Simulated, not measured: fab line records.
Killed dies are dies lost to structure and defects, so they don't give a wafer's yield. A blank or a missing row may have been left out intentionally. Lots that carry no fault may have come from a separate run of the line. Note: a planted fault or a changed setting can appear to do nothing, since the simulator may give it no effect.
Matching of chambers || flow n5 finfet || N5_DUMMY_GATE_TRIM_49 on rie si-04 has 4 sister chambers
The step chemistry O2, time 29 s, target cd 14 nm. 20 wafers are shown with their chamber, then 10 later ones without.

## WAFERS, EACH WITH ITS CHAMBER
{"wafer": "L074.1", "chamber": 1, "throttle valve pct (%)": 8.34, "oes product au (a.u.)": 0.968, "rf fwd power W (W)": 297.6}
{"wafer": "L074.5", "chamber": 1, "throttle valve pct (%)": 8.33, "oes product au (a.u.)": 0.978, "rf fwd power W (W)": 300.1}
{"wafer": "L074.6", "chamber": 0, "throttle valve pct (%)": 8.11, "oes product au (a.u.)": 1.006, "rf fwd power W (W)": 298.3}
{"wafer": "L079.2", "chamber": 0, "throttle valve pct (%)": 8.10, "oes product au (a.u.)": 0.994, "rf fwd power W (W)": 299.2}
{"wafer": "L079.3", "chamber": 3, "throttle valve pct (%)": 8.28, "oes product au (a.u.)": 0.989, "rf fwd power W (W)": 298.1}
{"wafer": "L079.6", "chamber": 3, "throttle valve pct (%)": 8.28, "oes product au (a.u.)": 0.992, "rf fwd power W (W)": 298.2}
{"wafer": "L081.1", "chamber": 3, "throttle valve pct (%)": 8.28, "oes product au (a.u.)": 0.989, "rf fwd power W (W)": 297.1}
{"wafer": "L081.3", "chamber": 1, "throttle valve pct (%)": 8.34, "oes product au (a.u.)": 0.976, "rf fwd power W (W)": 296.4}
{"wafer": "L081.6", "chamber": 1, "throttle valve pct (%)": 8.33, "oes product au (a.u.)": 0.982, "rf fwd power W (W)": 295.8}
{"wafer": "L084.2", "chamber": 3, "throttle valve pct (%)": 8.30, "oes product au (a.u.)": 0.999, "rf fwd power W (W)": 298.2}
{"wafer": "L084.4", "chamber": 1, "throttle valve pct (%)": 8.34, "oes product au (a.u.)": 0.987, "rf fwd power W (W)": 297.0}
{"wafer": "L084.5", "chamber": 3, "throttle valve pct (%)": 8.26, "oes product au (a.u.)": 1.002, "rf fwd power W (W)": 298.0}
{"wafer": "L086.1", "chamber": 3, "throttle valve pct (%)": 8.27, "oes product au (a.u.)": 0.987, "rf fwd power W (W)": 297.0}
{"wafer": "L086.3", "chamber": 0, "throttle valve pct (%)": 8.12, "oes product au (a.u.)": 1.019, "rf fwd power W (W)": 298.4}
{"wafer": "L086.4", "chamber": 2, "throttle valve pct (%)": 8.22, "oes product au (a.u.)": 1.008, "rf fwd power W (W)": 299.8}
{"wafer": "L087.1", "chamber": 1, "throttle valve pct (%)": 8.34, "oes product au (a.u.)": 0.984, "rf fwd power W (W)": 297.4}
{"wafer": "L087.2", "chamber": 3, "throttle valve pct (%)": 8.28, "oes product au (a.u.)": 0.999, "rf fwd power W (W)": 298.8}
{"wafer": "L087.5", "chamber": 0, "throttle valve pct (%)": 8.11, "oes product au (a.u.)": 1.021, "rf fwd power W (W)": 297.9}
{"wafer": "L089.2", "chamber": 2, "throttle valve pct (%)": 8.20, "oes product au (a.u.)": 0.999, "rf fwd power W (W)": 299.5}
{"wafer": "L089.3", "chamber": 3, "throttle valve pct (%)": 8.27, "oes product au (a.u.)": 0.985, "rf fwd power W (W)": 297.7}

SIGNATURES, as means of the wafers listed above
{"reading": "throttle valve pct", "chamber 0": 8.1100, "chamber 1": 8.3367, "chamber 2": 8.2100, "chamber 3": 8.2775, "scatter within a chamber": 0.00963}
{"reading": "oes product au", "chamber 0": 1.01000, "chamber 1": 0.97917, "chamber 2": 1.00350, "chamber 3": 0.99275, "scatter within a chamber": 0.00802}
{"reading": "rf fwd power W", "chamber 0": 298.450, "chamber 1": 297.383, "chamber 2": 299.650, "chamber 3": 297.887, "scatter within a chamber": 0.952}
Rule: a wafer's distance from a chamber is the root of the sum, over the readings, of the square of ((its reading less the chamber's mean) divided by the reading's scatter). If the next closest chamber is less than 2 further off than the closest, the wafer can't be placed; otherwise it belongs to the closest. The scatter is the square root of a quotient: the sum, over the shown wafers, of each reading's squared deviation from its chamber's mean, divided by wafers minus chambers.

## WAFERS WITHOUT THEIR CHAMBER
{"wafer": "L089.5", "throttle valve pct (%)": 8.23, "oes product au (a.u.)": 1.007, "rf fwd power W (W)": 300.3}
{"wafer": "L091.2", "throttle valve pct (%)": 8.21, "oes product au (a.u.)": 1.000, "rf fwd power W (W)": 297.5}
{"wafer": "L091.5", "throttle valve pct (%)": 8.22, "oes product au (a.u.)": 0.999, "rf fwd power W (W)": 298.0}
{"wafer": "L091.6", "throttle valve pct (%)": 8.11, "oes product au (a.u.)": 1.011, "rf fwd power W (W)": 298.7}
{"wafer": "L092.1", "throttle valve pct (%)": 8.34, "oes product au (a.u.)": 0.976, "rf fwd power W (W)": 299.1}
{"wafer": "L092.2", "throttle valve pct (%)": 8.22, "oes product au (a.u.)": 1.003, "rf fwd power W (W)": 296.7}
{"wafer": "L092.5", "throttle valve pct (%)": 8.11, "oes product au (a.u.)": 1.014, "rf fwd power W (W)": 297.1}
{"wafer": "L097.1", "throttle valve pct (%)": 8.35, "oes product au (a.u.)": 0.995, "rf fwd power W (W)": 298.5}
{"wafer": "L097.3", "throttle valve pct (%)": 8.22, "oes product au (a.u.)": 1.015, "rf fwd power W (W)": 297.8}
{"wafer": "L097.6", "throttle valve pct (%)": 8.22, "oes product au (a.u.)": 1.008, "rf fwd power W (W)": 299.3}

## THE CHAMBER EACH PASSED THROUGH
{"wafer": "L089.5", "from the rows above": 2, "in truth": 2}
{"wafer": "L091.2", "from the rows above": 2, "in truth": 2}
{"wafer": "L091.5", "from the rows above": 2, "in truth": 2}
{"wafer": "L091.6", "from the rows above": 0, "in truth": 0}
{"wafer": "L092.1", "from the rows above": 1, "in truth": 1}
{"wafer": "L092.2", "from the rows above": 2, "in truth": 2}
{"wafer": "L092.5", "from the rows above": 0, "in truth": 0}
{"wafer": "L097.1", "from the rows above": 1, "in truth": 1}
{"wafer": "L097.3", "from the rows above": 2, "in truth": 2}
{"wafer": "L097.6", "from the rows above": 2, "in truth": 2}
Correctly placed: 10 of 10. Left unplaced by these rows: 0. Number placed wrongly: 0.
